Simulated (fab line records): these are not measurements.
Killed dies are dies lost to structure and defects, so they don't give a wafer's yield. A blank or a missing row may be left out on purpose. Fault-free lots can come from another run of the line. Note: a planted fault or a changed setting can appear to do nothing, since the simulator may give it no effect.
Lot-split experiment | flow n5-finfet | 7 lots, 21 wafers read, on a route of 1938 steps

## THE SPLIT ITSELF
At N5_PASSIVATION_ETCH_54 (etches SiO2 in CHF3/O2, target depth 880 nm, time 440 s), the setting source-w was moved away from the recipe's 650 W on 7 of the 21 wafers read, by -14.8% to +15.7%. For the rest of the wafers, this setting stayed at what the recipe calls for.

The reading is taken at the split's own step.

## THE READING
rf-vpp-V, in V, at N5_PASSIVATION_ETCH_54 (etches SiO2 in CHF3/O2, target depth 880 nm, time 440 s). A value of 524 V with a standard deviation of 4.9 V is what fault-free wafers of this fab line usually give.

wafer  | tool, chamber at the split | source-w as run, W | against the recipe | rf-vpp-V, V | against lot-mates on the recipe
L077.1 | rie-diel-06, 2             | 650                | recipe             | 530         | -
L077.5 | rie-diel-06, 3             | 650                | recipe             | 534         | -
L077.6 | rie-diel-06, 2             | 650                | recipe             | 528         | -
L078.4 | rie-diel-02, 3             | 650                | recipe             | 523         | -
L078.5 | rie-diel-02, 1             | 650                | recipe             | 522         | -
L078.6 | rie-diel-02, 0             | 650                | recipe             | 519         | -
L080.1 | rie-diel-02, 1             | 650                | recipe             | 520         | -
L080.5 | rie-diel-02, 0             | 650                | recipe             | 516         | -
L080.6 | rie-diel-02, 1             | 650                | recipe             | 521         | -
L083.4 | rie-diel-02, 0             | 752                | +15.7%             | 480         | -42
L083.5 | rie-diel-02, 1             | 650                | recipe             | 522         | -
L083.6 | rie-diel-02, 3             | 650                | recipe             | 522         | -
L084.2 | rie-diel-02, 1             | 650                | recipe             | 522         | -
L084.4 | rie-diel-02, 0             | 613                | -5.7%              | 532         | +10
L084.6 | rie-diel-02, 3             | 650                | recipe             | 521         | -
L096.3 | rie-diel-06, 0             | 749.6              | +15.3%             | 493         | -41
L096.5 | rie-diel-06, 0             | 749.6              | +15.3%             | 494         | -40
L096.6 | rie-diel-06, 3             | 650                | recipe             | 534         | -
L097.2 | rie-diel-01, 0             | 553.5              | -14.8%             | 568         | no lot-mate on the recipe
L097.4 | rie-diel-01, 0             | 553.5              | -14.8%             | 567         | no lot-mate on the recipe
L097.5 | rie-diel-01, 2             | 553.5              | -14.8%             | 563         | no lot-mate on the recipe

FIT RESULTS
A straight line over all 21 wafers: rf-vpp-V changes by -2.51 V for each +1% of source-w; r = -0.97; the points scatter about the line by 5.8 V.
The same after taking each lot's own level away (the mean of its wafers on the recipe; 18 wafers): -2.6 V for each +1%; r = -0.99; scatter 1.9 V.
Per that fit: largest source-w move, reading shift of 41 V.
Measured against the standard deviation above, the lots' own levels, which go from 519.0 to 534.0 V, span 3.1 times it.
So the lot-to-lot level changes the slope little: the two slopes agree.
Check: with one of the wafers moved furthest among these (+15.7%) left out of the fit, the line predicts -40.7 V for it against its lot-mates. It came out at -42 V against them.
Tool readings at the split's step, against how far the setting was moved: rf-vpp-V r = -0.97.

## OTHER SPLITS ON THESE WAFERS
Note: prior to the reading, these wafers also went through further splits. Each is held against what the fit with the lots' levels taken away leaves over:
other split on the same wafers     | wafers away from the commonest value | r with rf-vpp-V (lot level and that fit taken away)
N5_BEOL_M13_SPUTTER_44 time-s      | 7                                    | +0.04
N5_BEOL_M14_ETCH_59 time-s         | 3                                    | +0.30
N5_MIM_BOT_LITHO_EXPOSE_05 dose-mj | 9                                    | +0.02

## THE WHOLE CHAIN: every reading that the file lists as answering this split, in the file's order
step                   | what it does                                            | reading                                                                       | change (the file's fit)             | r (the file's)
N5_PASSIVATION_ETCH_54 | etches SiO2 in CHF3/O2, target depth 880 nm, time 440 s | rf-vpp-V                                                                      | -2.59 V for each +1% of the setting | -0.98
N5_PASSIVATION_ETCH_54 | etches SiO2 in CHF3/O2, target depth 880 nm, time 440 s | PASSIVATION.feature-depth-nm (the simulator's own value, which no gauge read) | +3 nm for each +1% of the setting   | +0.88
N5_PASSIVATION_ETCH_54 | etches SiO2 in CHF3/O2, target depth 880 nm, time 440 s | etch.depth-nm (the simulator's own value, which no gauge read)                | +3 nm for each +1% of the setting   | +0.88

## FILE'S OWN FIT
rf-vpp-V changes by -2.59 V for each +1% of source-w, r = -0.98.
